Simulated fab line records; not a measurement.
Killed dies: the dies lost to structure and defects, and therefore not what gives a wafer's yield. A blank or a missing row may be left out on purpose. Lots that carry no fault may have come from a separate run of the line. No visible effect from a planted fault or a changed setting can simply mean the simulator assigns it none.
Chamber matching / flow n5 finfet / N5_FIN_SAQP_STRIP_70 on rie diel-06: 4 sister chambers
The step strips in N2/H2. 4 wafers are shown with their chamber, then 10 later ones without.

WAFERS WITH THEIR CHAMBER
wafer=L084.2; chamber=1; drypump motor current A (A)=6.4
wafer=L087.4; chamber=0; drypump motor current A (A)=5.2
wafer=L089.1; chamber=3; drypump motor current A (A)=5.0
wafer=L089.3; chamber=2; drypump motor current A (A)=5.8

WAFERS WHOSE CHAMBER IS MISSING
wafer=L089.6; drypump motor current A (A)=5.2
wafer=L090.2; drypump motor current A (A)=5.2
wafer=L090.3; drypump motor current A (A)=6.4
wafer=L090.5; drypump motor current A (A)=5.8
wafer=L093.2; drypump motor current A (A)=5.2
wafer=L093.5; drypump motor current A (A)=5.0
wafer=L093.6; drypump motor current A (A)=5.8
wafer=L095.1; drypump motor current A (A)=5.8
wafer=L095.2; drypump motor current A (A)=5.1
wafer=L095.3; drypump motor current A (A)=6.4

CHAMBER TAKEN BY EACH
wafer=L089.6; from the rows above=0; in truth=0
wafer=L090.2; from the rows above=0; in truth=0
wafer=L090.3; from the rows above=1; in truth=1
wafer=L090.5; from the rows above=2; in truth=2
wafer=L093.2; from the rows above=0; in truth=0
wafer=L093.5; from the rows above=3; in truth=3
wafer=L093.6; from the rows above=2; in truth=2
wafer=L095.1; from the rows above=2; in truth=2
wafer=L095.2; from the rows above=can't be placed: 3 or 0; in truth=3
wafer=L095.3; from the rows above=1; in truth=1
Placed correctly: 9 of 10. Not placeable from these rows: 1 (in 1, the candidates include the true chamber). 0 placed wrongly.
How it was worked out, from the rows above alone: a wafer's distance from a chamber is the root of the sum, over the readings, of the square of ((its reading less the chamber's mean) divided by the reading's scatter). The wafer belongs to the nearest chamber; if the next one is less than 2 further off, it can't be placed. The mean given for a chamber averages the wafers shown for that chamber. The scatter (one wafer shown for each chamber): square how far every hidden wafer sits from the nearest shown wafer, average those squares and take the square root.
